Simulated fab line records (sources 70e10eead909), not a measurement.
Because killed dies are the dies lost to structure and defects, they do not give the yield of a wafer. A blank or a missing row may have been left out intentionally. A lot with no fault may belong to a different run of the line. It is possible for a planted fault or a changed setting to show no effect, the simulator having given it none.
Which tool did it? | flow nandHarc | 6 lots with 18 wafers sampled at 3 steps, on a route of 1302 steps

== WHAT EACH GAUGE READ, for each wafer ==
NHARC_A_ONON_D2_INSPECT_32.
lot  | measured     | on               | rawDefectCount
L477 | day 14 19:58 | defectInspect-02 | 628 634 620
L481 | day 16 04:07 | defectInspect-02 | 1619 2149 1819
L485 | day 18 17:55 | defectInspect-02 | 622 532 450
L488 | day 19 17:45 | defectInspect-01 | 567 555 517
L491 | day 20 21:13 | defectInspect-02 | 325 352 449
L494 | day 22 20:09 | defectInspect-02 | 478 252 258

== WHICH TOOL RAN EACH LOT (tool, then ch and the chambers of the sampled wafers, then the start) ==
lot  | NHARC_A_ONON_D2_DEP_28          | NHARC_A_ONON_D2_DEP_33
L477 | pecvdOnon-04 ch 0, day 14 18:54 | pecvd-01 ch 0,1,2, day 14 19:28
L481 | pecvdOnon-04 ch 0, day 16 03:07 | pecvd-01 ch 0,1,2, day 16 03:43
L485 | pecvdOnon-03 ch 0, day 18 16:55 | pecvd-04 ch 0,1,2, day 18 17:31
L488 | pecvdOnon-02 ch 0, day 19 16:49 | pecvd-01 ch 1,2, day 19 17:16
L491 | pecvdOnon-03 ch 0, day 20 20:17 | pecvd-03 ch 0,2, day 20 20:50
L494 | pecvdOnon-03 ch 0, day 22 19:05 | pecvd-01 ch 0,1, day 22 19:40
- NHARC_A_ONON_D2_DEP_28: target thk 1000 nm.
- NHARC_A_ONON_D2_DEP_33: deposits SiO2, target thk 200 nm.

== THE ANSWER, worked out from the rows above alone ==
Rule: usual is defined by the lots themselves. Put in order of their means at a reading, lots are off if they are a third of the lots or fewer, leave a main group of 4 or more, and stand apart from it by a gap of 3 or more times the standard deviation of the main group's means; of several such gaps the widest counts. A main group is skipped when, at the precision printed for the reading in the tables above, its means are all equal. Also off: a lot with no number at a reading for which 4 or more lots have one. Where the step has rows for the other lots, those lots are counted as sound.
Off at NHARC_A_ONON_D2_INSPECT_32 (rawDefectCount): L481. Mean 483 and standard deviation 1.1e+02 in the main group.
If a tool, at a process step before that reading, ran all the lots that are off and no sound lot after the first of them, it fits. Those tools and the gauges at NHARC_A_ONON_D2_INSPECT_32 are tried in the same way. One fits: NHARC_A_ONON_D2_DEP_28 on pecvdOnon-04. Its last sound lot is L477 (day 14 18:54), its first lot that is off L481 (day 16 03:07): a fault that began between those two fits.

== WHAT HAD BEEN PUT IN BY THE SIMULATOR ==
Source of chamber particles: pecvdOnon-04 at NHARC_A_ONON_D2_DEP_28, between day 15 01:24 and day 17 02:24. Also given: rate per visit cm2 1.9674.
Lots struck among those shown: L481. Same finding as the rule above.
